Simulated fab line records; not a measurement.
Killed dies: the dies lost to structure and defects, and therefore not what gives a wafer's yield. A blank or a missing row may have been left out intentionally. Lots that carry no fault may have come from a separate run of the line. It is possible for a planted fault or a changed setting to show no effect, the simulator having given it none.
What tool caused it? | flow nand-harc | 39 wafers from 13 lots sampled at 5 of the route's 1302 steps

## WHAT THE GAUGES READ, wafer by wafer
NHARC_END_SORT_01.
lot  | measured     | on        | killed-at-array | killed-at-other | killed-at-periphery | killed-dies | killed-open | killed-short
L613 | day 28 03:13 | prober-02 | 669 674 673     | 1 1 0           | 7 2 4               | 677 677 677 | 3 1 3       | 3 1 1

## WHICH TOOL RAN EACH LOT (tool, then ch and the chambers of the sampled wafers, then the start)
lot  | NHARC_A_DECK1_JOINT_ETCH_11         | NHARC_A_BONDPAD_STRIP_15           | NHARC_A_BONDPAD_CMP_19        | NHARC_HYBRID_BOND_ACTIVATE_00
L605 | wet-bench-09 ch 4,5,6, day 11 00:31 | rie-diel-03 ch 1,2, day 23 21:22   | cmp-02 ch 0,2, day 23 23:01   | rie-diel-11 ch 0,1, day 23 23:34
L606 | wet-bench-09 ch 3,4,6, day 11 11:13 | rie-diel-05 ch 0,2,3, day 23 18:35 | cmp-04 ch 0,1,3, day 23 20:12 | rie-diel-11 ch 0,2,3, day 23 20:50
L607 | wet-bench-09 ch 5,6,7, day 11 20:53 | rie-diel-03 ch 1,3, day 24 02:17   | cmp-02 ch 0,2,3, day 24 03:55 | rie-diel-08 ch 1,3, day 24 04:31
L609 | wet-bench-07 ch 0,6,7, day 12 17:04 | rie-diel-03 ch 0,2,3, day 24 09:16 | cmp-02 ch 0,2, day 24 10:52   | rie-diel-11 ch 1,3, day 24 11:27
L611 | wet-bench-09 ch 1,5,6, day 13 09:32 | rie-diel-06 ch 0,1,3, day 25 05:32 | cmp-01 ch 1,2,3, day 25 07:10 | rie-diel-11 ch 0,1,3, day 25 07:47
L613 | wet-bench-07 ch 1,3,6, day 14 16:05 | -                                  | -                             | -
L618 | wet-bench-09 ch 0,5,7, day 16 23:53 | rie-diel-03 ch 0,1,2, day 29 04:42 | cmp-04 ch 1,2,3, day 29 06:22 | rie-diel-11 ch 0,2,3, day 29 06:58
L622 | wet-bench-09 ch 0,2,3, day 17 22:32 | rie-diel-05 ch 0,1,3, day 30 06:07 | cmp-04 ch 2,3, day 30 07:44   | rie-diel-11 ch 1,2, day 30 08:19
L623 | wet-bench-09 ch 1,3,7, day 18 12:28 | rie-diel-05 ch 0,1,2, day 31 03:04 | cmp-04 ch 0,1,2, day 31 04:43 | rie-diel-11 ch 0,2,3, day 31 05:17
L624 | wet-bench-07 ch 1,2,7, day 19 01:10 | rie-diel-05 ch 0,1, day 30 22:42   | cmp-01 ch 0,1, day 31 00:28   | rie-diel-11 ch 0,1, day 31 01:04
L625 | wet-bench-09 ch 2,3,5, day 19 16:34 | rie-diel-03 ch 0,1,3, day 31 14:32 | cmp-01 ch 0,2,3, day 31 16:13 | rie-diel-11 ch 0,3, day 31 16:44
L627 | wet-bench-09 ch 5,6,7, day 20 05:57 | rie-diel-05 ch 0,1,3, day 31 22:14 | cmp-02 ch 0,1,3, day 32 00:12 | rie-diel-11 ch 0,2,3, day 32 00:48
L628 | wet-bench-07 ch 0,2,6, day 20 16:03 | rie-diel-03 ch 0,2, day 32 19:18   | cmp-01 ch 0,2,3, day 32 21:02 | rie-diel-08 ch 0,1,2, day 32 21:36
- NHARC_A_DECK1_JOINT_ETCH_11: etches SiO2 in dHF, target depth 35 nm.
- NHARC_A_BONDPAD_STRIP_15: strips in O2.
- NHARC_A_BONDPAD_CMP_19: polishes, t overpolish 30 s, cu recess touch 16 s, target thk 169.82 nm.
- NHARC_HYBRID_BOND_ACTIVATE_00: chemistry N2, time 60 s.

## AS READ BY THE TOOLS THEMSELVES (means over the sampled wafers that have a number; for cases with no such wafer, the mark the record gives instead)
NHARC_A_BONDPAD_STRIP_15.
lot  | tool        | drypump-motor-current-A (A) | oes-product-au (a.u.) | rf-vpp-V (V) | showerhead-plenum-p-Torr (Torr) | throttle-valve-pct (%)
L605 | rie-diel-03 | 5.8                         | 0.991                 | 57.4         | 3.60                            | 17.033
L606 | rie-diel-05 | 5.5                         | 0.994                 | 57.8         | 3.58                            | 17.040
L607 | rie-diel-03 | 5.6                         | 0.988                 | 57.8         | 3.68                            | 17.032
L609 | rie-diel-03 | 5.3                         | 1.003                 | 58.6         | 3.56                            | 17.035
L611 | rie-diel-06 | 5.3                         | 0.998                 | 57.8         | 3.60                            | 17.042
L618 | rie-diel-03 | 5.5                         | 0.996                 | 57.4         | 3.51                            | 17.038
L622 | rie-diel-05 | 5.8                         | 0.998                 | 58.2         | 3.61                            | 17.040
L623 | rie-diel-05 | 5.5                         | 0.993                 | 58.3         | 3.47                            | 17.030
L624 | rie-diel-05 | 5.8                         | 0.999                 | 57.5         | 3.50                            | 17.028
L625 | rie-diel-03 | 5.5                         | 0.994                 | 57.9         | 3.55                            | 17.042
L627 | rie-diel-05 | 5.8                         | 0.998                 | 57.9         | 3.61                            | 17.040
L628 | rie-diel-03 | 5.1                         | 0.999                 | 58.0         | 3.44                            | 17.037

NHARC_A_BONDPAD_CMP_19.
lot  | tool   | motor-current-A (A) | overpolish-run-s (s)
L605 | cmp-02 | 15.0                | 29.995
L606 | cmp-04 | 12.3                | 29.999
L607 | cmp-02 | 13.6                | 29.993
L609 | cmp-02 | 15.2                | 30.006
L611 | cmp-01 | 11.8                | 30.002
L618 | cmp-04 | 12.1                | 30.000
L622 | cmp-04 | 11.8                | 29.997
L623 | cmp-04 | 12.5                | 30.001
L624 | cmp-01 | 12.0                | 29.990
L625 | cmp-01 | 12.0                | 29.993
L627 | cmp-02 | 13.1                | 29.998
L628 | cmp-01 | 12.0                | 29.990

NHARC_HYBRID_BOND_ACTIVATE_00.
lot  | tool        | drypump-motor-current-A (A) | oes-product-au (a.u.) | rf-vpp-V (V) | showerhead-plenum-p-Torr (Torr)
L605 | rie-diel-11 | 5.5                         | 0.996                 | 63.8         | 1.69
L606 | rie-diel-11 | 5.5                         | 0.994                 | 63.7         | 1.76
L607 | rie-diel-08 | 5.1                         | 0.996                 | 64.1         | 1.85
L609 | rie-diel-11 | 6.1                         | 0.997                 | 63.7         | 1.69
L611 | rie-diel-11 | 5.8                         | 1.003                 | 63.5         | 1.72
L618 | rie-diel-11 | 5.5                         | 1.000                 | 64.9         | 1.76
L622 | rie-diel-11 | 5.0                         | 1.003                 | 64.1         | 1.73
L623 | rie-diel-11 | 5.5                         | 0.994                 | 64.9         | 1.76
L624 | rie-diel-11 | 5.4                         | 1.011                 | 63.9         | 1.75
L625 | rie-diel-11 | 5.7                         | 1.007                 | 63.5         | 1.77
L627 | rie-diel-11 | 5.5                         | 0.997                 | 63.5         | 1.76
L628 | rie-diel-08 | 4.9                         | 0.992                 | 62.8         | 1.68

## THE ANSWER, worked out from the rows above alone
Rule: what is usual is taken from the lots themselves. The widest of any qualifying gaps counts: lots, ordered by their means at a reading, are off when they make up no more than a third of the lots, leave a main group of 4 or more, and stand apart from it by 3 or more times the standard deviation of that group's means. The tables above print the reading to a certain number of digits; a main group whose means all agree to those digits is not used. Also off: a lot with no number at a reading for which 4 or more lots have one. All remaining lots with rows at the step are treated as sound. The gauges are gone through in route order, then the tools' own readings, and for those a lot's mean is taken as printed above. At the first step where some lot is off, the reading lying furthest off is the one used; lots without a number count as furthest.
Across all readings shown, no lot is off: no conclusion can be drawn from this.

## WHAT WAS PUT IN BY THE SIMULATOR
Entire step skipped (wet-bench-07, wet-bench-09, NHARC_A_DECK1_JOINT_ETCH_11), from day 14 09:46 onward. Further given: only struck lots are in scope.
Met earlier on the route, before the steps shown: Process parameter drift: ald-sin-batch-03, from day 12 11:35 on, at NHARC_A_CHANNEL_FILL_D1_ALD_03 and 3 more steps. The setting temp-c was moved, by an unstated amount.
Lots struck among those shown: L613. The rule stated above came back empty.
